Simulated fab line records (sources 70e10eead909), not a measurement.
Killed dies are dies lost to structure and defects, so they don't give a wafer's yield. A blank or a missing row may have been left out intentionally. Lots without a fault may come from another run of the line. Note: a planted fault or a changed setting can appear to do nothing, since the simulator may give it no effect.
Which tool was responsible? -- flow nand-harc -- 12 lots with 36 wafers sampled at 6 steps, on a route of 1302 steps

WHAT EACH GAUGE READ, for each wafer
NHARC_P_START_INSPECT_01. Usual: 3.3 for raw-defect-count, sd 1.8.
lot,measured,on,raw-defect-count,flag
L937,day 1 20:02,defect-inspect-01,1 5 3,
L939,day 2 16:02,defect-inspect-01,2 4 0,
L942,day 3 22:02,defect-inspect-02,3 2 2,
L943,day 4 08:02,defect-inspect-02,6 2 3,
L944,day 4 18:02,defect-inspect-01,7 3 2,
L945,day 5 04:02,defect-inspect-02,1 4 3,
L946,day 5 14:02,defect-inspect-02,4 1 2,
L947,day 6 00:02,defect-inspect-01,3 5 4,
L950,day 7 06:02,defect-inspect-01,3 2 6,
L951,day 7 16:02,defect-inspect-02,3 1 2,
L959,day 11 00:02,defect-inspect-01,0 1 4,
L960,day 11 10:02,defect-inspect-01,5 1 2,

NHARC_P_ZERO_WELL_CD_MEAS_52: the cd target is 2000 nm. Usual: 1999.3 nm for cd-nm, sd 1.8.
lot,measured,on,cd-nm (nm),flag
L937,day 2 02:26,cd-sem-02,1999.1 1999.3 2002.3,
L939,day 2 21:43,cd-sem-02,1997.8 1999.9 1996.5,
L942,day 4 03:47,cd-sem-03,2000.3 1997.8 1999.0,
L943,day 4 13:50,cd-sem-01,1998.7 1998.6 1999.0,
L944,day 5 00:20,cd-sem-03,2000.5 1996.0 1997.9,
L945,day 5 09:40,cd-sem-01,1998.7 1997.5 1999.0,
L946,day 5 20:15,cd-sem-03,1997.4 1998.4 1998.9,
L947,day 6 05:41,cd-sem-03,2000.0 1999.0 1999.0,
L950,day 7 11:48,cd-sem-03,1996.8 1997.1 1997.9,
L951,day 7 21:42,cd-sem-01,1811.6 1811.4 1808.8,OFF
L959,day 11 05:34,cd-sem-02,1997.2 1995.5 1999.1,
L960,day 11 15:30,cd-sem-03,1998.3 1997.5 1997.5,

NHARC_END_SORT_01. Usual: killed-at-array 57, standard deviation 20; killed-at-other 1.3, standard deviation 1.4; killed-at-periphery 3.4, standard deviation 2.4; killed-dies 61, standard deviation 19; killed-open 2.9, standard deviation 1.8; killed-short 2.5, standard deviation 1.6.
lot,measured,on,killed-at-array,killed-at-other,killed-at-periphery,killed-dies,killed-open,killed-short,flag
L944,day 27 11:46,prober-02,45 70 72,0 0 0,4 4 2,49 74 74,1 2 5,3 1 2,
L946,day 28 14:09,prober-01,52 45,1 2,5 2,58 49,2 2,5 3,
L947,day 29 07:54,prober-01,51 57 48,0 0 0,0 2 0,51 59 48,0 2 1,2 2 3,
L950,day 29 11:11,prober-02,94,2,0,96,3,5,
L951,day 30 10:46,prober-01,64 63 68,1 2 0,1 4 5,66 69 73,0 4 2,2 1 4,

TOOL THAT RAN EACH LOT (tool first, then ch and the chambers of the sampled wafers, then the start)
lot,NHARC_P_ZERO_WELL_EXPOSE_49,NHARC_P_ZERO_WELL_RTA_42,NHARC_P_STI_ETCH_42
L937,"krf-scanner-04 ch 0, day 2 02:16","rtp-anneal-01 ch 0, day 2 04:01","rie-diel-08 ch 0,1,2, day 2 19:32"
L939,"krf-scanner-04 ch 0, day 2 21:34","rtp-anneal-02 ch 0, day 2 23:01","rie-diel-05 ch 0,2,3, day 3 16:40"
L942,"krf-scanner-04 ch 0, day 4 03:38","rtp-anneal-01 ch 0, day 4 05:01","rie-diel-05 ch 0,2,3, day 5 00:47"
L943,"krf-scanner-02 ch 0, day 4 13:41","rtp-anneal-01 ch 0, day 4 14:58","rie-diel-05 ch 0,1,2, day 5 09:46"
L944,"krf-scanner-04 ch 0, day 5 00:10","rtp-anneal-01 ch 0, day 5 01:29","rie-diel-06 ch 1,2, day 5 17:50"
L945,"krf-scanner-04 ch 0, day 5 09:31","rtp-anneal-02 ch 0, day 5 10:55","rie-diel-08 ch 1,2, day 6 03:24"
L946,"krf-scanner-03 ch 0, day 5 20:05","rtp-anneal-01 ch 0, day 5 21:27","rie-diel-08 ch 1,3, day 6 17:40"
L947,"krf-scanner-04 ch 0, day 6 05:32","rtp-anneal-01 ch 0, day 6 06:50","rie-diel-08 ch 0,2, day 7 02:28"
L950,"krf-scanner-02 ch 0, day 7 11:39","rtp-anneal-02 ch 0, day 7 13:03","rie-diel-05 ch 2,3, day 8 06:05"
L951,"krf-scanner-02 ch 0, day 7 21:33","rtp-anneal-02 ch 0, day 7 23:10","rie-diel-06 ch 1,2,3, day 8 15:13"
L959,"krf-scanner-04 ch 0, day 11 05:24","rtp-anneal-01 ch 0, day 11 06:42","rie-diel-08 ch 0,2,3, day 11 23:02"
L960,"krf-scanner-04 ch 0, day 11 15:21","rtp-anneal-02 ch 0, day 11 16:52","rie-diel-05 ch 2,3, day 12 11:13"
- NHARC_P_ZERO_WELL_EXPOSE_49: exposes mask P HVPW, target cd 2000 nm.
- NHARC_P_ZERO_WELL_RTA_42: time 300 s.
- NHARC_P_STI_ETCH_42: etches the open film in N2/H2, target depth 80 nm, overetch 24 nm, time 61 s.

AS READ BY THE TOOLS THEMSELVES (means over the sampled wafers that have a number; for cases with no such wafer, the mark the record gives instead)
NHARC_P_ZERO_WELL_EXPOSE_49. Usual: 0.0 nm for focus-offset-nm, sd 0.57.
lot,tool,focus-offset-nm (nm),flag
L937,krf-scanner-04,0.2,
L939,krf-scanner-04,0.0,
L942,krf-scanner-04,-0.3,
L943,krf-scanner-02,0.2,
L944,krf-scanner-04,0.0,
L945,krf-scanner-04,-0.1,
L946,krf-scanner-03,0.8,
L947,krf-scanner-04,0.8,
L950,krf-scanner-02,0.3,
L951,krf-scanner-02,0.1,
L959,krf-scanner-04,-0.5,
L960,krf-scanner-04,0.3,

NHARC_P_ZERO_WELL_RTA_42. Usual: lamp-power-pct 36.2 %, standard deviation 0.62; wafer_temp_C_max 1105.2, standard deviation 1.5.
lot,tool,lamp-power-pct (%),wafer_temp_C_max,flag
L937,rtp-anneal-01,35.6,1103.7,
L939,rtp-anneal-02,36.9,1107.4,
L942,rtp-anneal-01,35.6,1104.5,
L943,rtp-anneal-01,35.6,1104.2,
L944,rtp-anneal-01,35.6,1104.0,
L945,rtp-anneal-02,36.9,1106.6,
L946,rtp-anneal-01,35.6,1103.7,
L947,rtp-anneal-01,35.6,1104.1,
L950,rtp-anneal-02,36.8,1107.3,
L951,rtp-anneal-02,36.7,1106.0,
L959,rtp-anneal-01,35.7,1104.3,
L960,rtp-anneal-02,36.7,1107.1,

NHARC_P_STI_ETCH_42. Usual: drypump-motor-current-A 6.0 A, standard deviation 0.44; oes-product-au 0.996 a.u., standard deviation 0.0078; rf-vpp-V 430.2 V, standard deviation 2.1; showerhead-plenum-p-Torr 2.03 Torr, standard deviation 0.071; throttle-valve-pct 14.170 %, standard deviation 0.0088.
lot,tool,drypump-motor-current-A (A),oes-product-au (a.u.),rf-vpp-V (V),showerhead-plenum-p-Torr (Torr),throttle-valve-pct (%),flag
L937,rie-diel-08,5.8,1.006,430.2,1.99,14.170,
L939,rie-diel-05,6.1,1.001,432.1,2.10,14.166,
L942,rie-diel-05,6.2,0.995,432.5,2.10,14.165,
L943,rie-diel-05,6.1,0.998,431.1,2.06,14.164,
L944,rie-diel-06,6.1,1.008,428.5,1.97,14.172,
L945,rie-diel-08,6.3,0.997,428.9,1.98,14.174,
L946,rie-diel-08,6.2,0.997,430.1,2.01,14.170,
L947,rie-diel-08,5.6,1.001,430.1,2.00,14.173,
L950,rie-diel-05,6.2,0.987,431.7,2.12,14.169,
L951,rie-diel-06,5.7,1.000,427.5,1.94,14.166,
L959,rie-diel-08,5.6,0.998,430.5,2.03,14.177,
L960,rie-diel-05,6.2,0.997,433.1,2.12,14.161,

THE ANSWER, worked out from the rows above alone
Rule: a lot counts as off when the mean over its wafers that have a number is more than 3 standard deviations away from the usual mean. Also off: a lot with no number at a reading for which 4 or more lots have one. Any other lot the step has rows for is counted as sound. First the gauges in route order, then the tools' own readings, where a lot's mean is used as printed above. The first step at which some lot is off is used, and at that step the reading that is off furthest; a lot without a number counts as furthest.
Off at NHARC_P_ZERO_WELL_CD_MEAS_52 (cd-nm): L951.
If a tool, at a process step before that reading, ran all the lots that are off and no sound lot after the first of them, it fits. Gauges at NHARC_P_ZERO_WELL_CD_MEAS_52: tried the same way as those tools. This does not decide it: 2 tools fit, namely krf-scanner-02 at NHARC_P_ZERO_WELL_EXPOSE_49 and cd-sem-01 at NHARC_P_ZERO_WELL_CD_MEAS_52.

WHAT WAS PUT IN BY THE SIMULATOR
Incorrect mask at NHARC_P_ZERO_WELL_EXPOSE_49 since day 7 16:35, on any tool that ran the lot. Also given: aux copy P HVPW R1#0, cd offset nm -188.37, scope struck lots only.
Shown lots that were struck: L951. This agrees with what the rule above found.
